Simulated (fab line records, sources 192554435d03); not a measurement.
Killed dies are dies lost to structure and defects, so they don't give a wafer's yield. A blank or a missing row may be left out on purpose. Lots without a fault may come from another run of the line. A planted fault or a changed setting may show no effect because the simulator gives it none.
Chamber matching | flow n5_finfet | N5_BEOL_M9_VIA_ETCH_34 on rie_diel-01: 4 sister chambers
The step etches SiCOH lowk in C4F6/O2, target depth 182.4 nm, time 68.4 s. 8 wafers are shown with their chamber, then 10 later ones without.

WAFERS WITH THEIR CHAMBER
wafer  | chamber | rf_vpp_V (V) | drypump_motor_current_A (A)
L082.3 | 1       | 674          | 5.2
L082.4 | 2       | 688          | 5.6
L088.2 | 3       | 669          | 4.7
L088.5 | 2       | 687          | 5.5
L095.5 | 0       | 694          | 5.0
L095.6 | 1       | 672          | 5.2
L094.3 | 3       | 670          | 4.7
L094.4 | 0       | 695          | 5.0

WAFERS WITHOUT THEIR CHAMBER
wafer  | rf_vpp_V (V) | drypump_motor_current_A (A)
L094.5 | 674          | 5.2
L089.3 | 672          | 5.2
L089.5 | 694          | 5.0
L089.6 | 671          | 5.2
L087.1 | 671          | 5.2
L087.2 | 689          | 5.6
L087.3 | 669          | 4.7
L086.3 | 687          | 5.5
L086.4 | 672          | 5.2
L086.5 | 668          | 4.7

WHICH CHAMBER EACH WENT THROUGH
wafer  | from the rows above | in truth
L094.5 | 1                   | 1
L089.3 | 1                   | 1
L089.5 | 0                   | 0
L089.6 | 1                   | 1
L087.1 | 1                   | 1
L087.2 | 2                   | 2
L087.3 | 3                   | 3
L086.3 | 2                   | 2
L086.4 | 1                   | 1
L086.5 | 3                   | 3
Placed correctly: 10 of 10. Can't be placed from these rows: 0. Placed wrongly: 0.
How it was worked out, from the rows above alone: a wafer's distance from a chamber is the root of the sum, over the readings, of the square of ((its reading less the chamber's mean) divided by the reading's scatter). The wafer belongs to the nearest chamber; if the next one is less than 2 further off, it can't be placed. A chamber's mean is the mean of its shown wafers. The scatter: the root of (the sum of the squares of (reading less its chamber's mean) over the shown wafers, divided by (wafers less chambers)).
